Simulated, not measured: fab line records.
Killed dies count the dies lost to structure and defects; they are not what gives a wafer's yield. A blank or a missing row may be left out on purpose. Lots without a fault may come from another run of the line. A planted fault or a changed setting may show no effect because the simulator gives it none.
A struck lot beside a sound one + flow nandHarc + 13 steps out of a route of 1302
Sound: these wafers, L785.1, L785.3, L785.6. Struck: wafer L779.6 (left out: L779.1, L779.3 of the same lot, which were not struck); the cause appears at the end.
Per side, at each step with rows, come the tool, then ch with its chambers, and then its first start. Under that, the readings that differ: sound wafers + struck wafers + difference of the means + sigmas: that difference in standard deviations of wafers without a fault.
alike: a reading whose means differ by less than 2 such deviations, as well as words and numbers matching on both sides. not compared: withheld readings; readings where some wafer has no value; bounds like >300 that might hide an equal value; numbers whose values overlap and for which the record gives no deviation.
Wherever a step has rows on one side only, a row that says differs or no value, or a row with sigmas, the two part there. Numbers that have no deviation but don't overlap get no sigmas and don't part them. A reading that every wafer of one side lacks parts them only if that side has two wafers or more.

first, 1 step without rows for these wafers: NHARC_A_SLIT_SRD_20.
NHARC_A_SLIT_CD_MEAS_21:
  struck on cdSem-01, day 24 14:22; sound on cdSem-01, day 27 11:56
  alike: cdNm
then, 3 steps without rows for these wafers: NHARC_A_SIN_REMOVE_WET_00 (chemistry H3PO4, time 15300 s); NHARC_A_SIN_REMOVE_PRECLEAN_01 (cleans in SC1); NHARC_A_SIN_REMOVE_SRD_02.
NHARC_A_SIN_REMOVE_INSPECT_04:
  struck on defectInspect-01, day 24 21:23; sound on defectInspect-02, day 27 18:31
  alike: rawDefectCount
NHARC_A_WL_FILL_ALD_00: deposits Al2O3, target thk 3 nm, pulse time 3 s, ald cycles 30.
  sound on aldHk-03 ch 0,2, day 27 18:35; struck on aldHk-04 ch 0, day 24 21:29
| reading          | sound       | struck | difference | sigmas |
|------------------|-------------|--------|------------|--------|
| heaterPowerW (W) | 495 429 496 | 586    | +113       | +2     |
  alike: heaterPowerOuterW, precursorPulseHeightRel
NHARC_A_WL_FILL_RTA_01: time 5 s.
  sound on rtpAnneal-02 ch 0, day 27 18:51; struck on rtpAnneal-02 ch 0, day 24 21:44
  alike: lampPowerPct, lamp_zone_3_pct, wafer_temp_C_max
NHARC_A_WL_FILL_ALD_02: deposits TiN, target thk 2 nm, pulse time 3 s, ald cycles 100.
  sound on aldMetal-03 ch 0,1, day 27 19:06; struck on aldMetal-02 ch 0, day 24 21:56
| reading                 | sound             | struck | difference | sigmas |
|-------------------------|-------------------|--------|------------|--------|
| heaterPowerOuterW (W)   | 705 686 714       | 607    | -95        | -2     |
| heaterPowerW (W)        | 1068 1062 1041    | 842    | -215       | -2     |
| precursorPulseHeightRel | 1.013 1.004 0.987 | 0.960  | -0.041     | -2     |
NHARC_A_WL_FILL_CVD_03: deposits W, target thk 40 nm, time 279 s.
  sound on cvdW-01 ch 0,1, day 27 19:30; struck on cvdW-01 ch 1, day 24 22:26
  alike: heaterPowerOuterW, heaterPowerW, throttleValvePct
NHARC_A_WL_FILL_ETCHBACK_04: etches the open film in NF3, target depth 60 nm, time 120 s.
  sound on rieMetal-03 ch 0,1, day 27 19:55; struck on rieMetal-03 ch 1, day 24 22:45
| reading        | sound             | struck | difference | sigmas |
|----------------|-------------------|--------|------------|--------|
| runLengthS (s) | 141.4 141.9 141.9 | 115.8  | -25.9      | -50    |
  alike: drypumpMotorCurrentA, oesProductAu
  not compared: rfHoursCounterH
NHARC_A_WL_FILL_ETCHBACK_05: etches the open film in Cl2/BCl3, target depth 22 nm, time 60 s.
  sound on rieMetal-03 ch 0, day 27 20:07; struck on rieMetal-03 ch 0, day 24 23:00
  alike: drypumpMotorCurrentA, oesProductAu, runLengthS
  not compared: rfHoursCounterH
NHARC_END_SORT_01:
  the record has rows for the sound wafers here (prober-01 ch 0, day 31 15:22) and none for the struck ones

## WHERE THEY PART
Earliest at NHARC_A_WL_FILL_ALD_00; latest, in this record, at NHARC_END_SORT_01.

WHY: the cause the simulator had injected
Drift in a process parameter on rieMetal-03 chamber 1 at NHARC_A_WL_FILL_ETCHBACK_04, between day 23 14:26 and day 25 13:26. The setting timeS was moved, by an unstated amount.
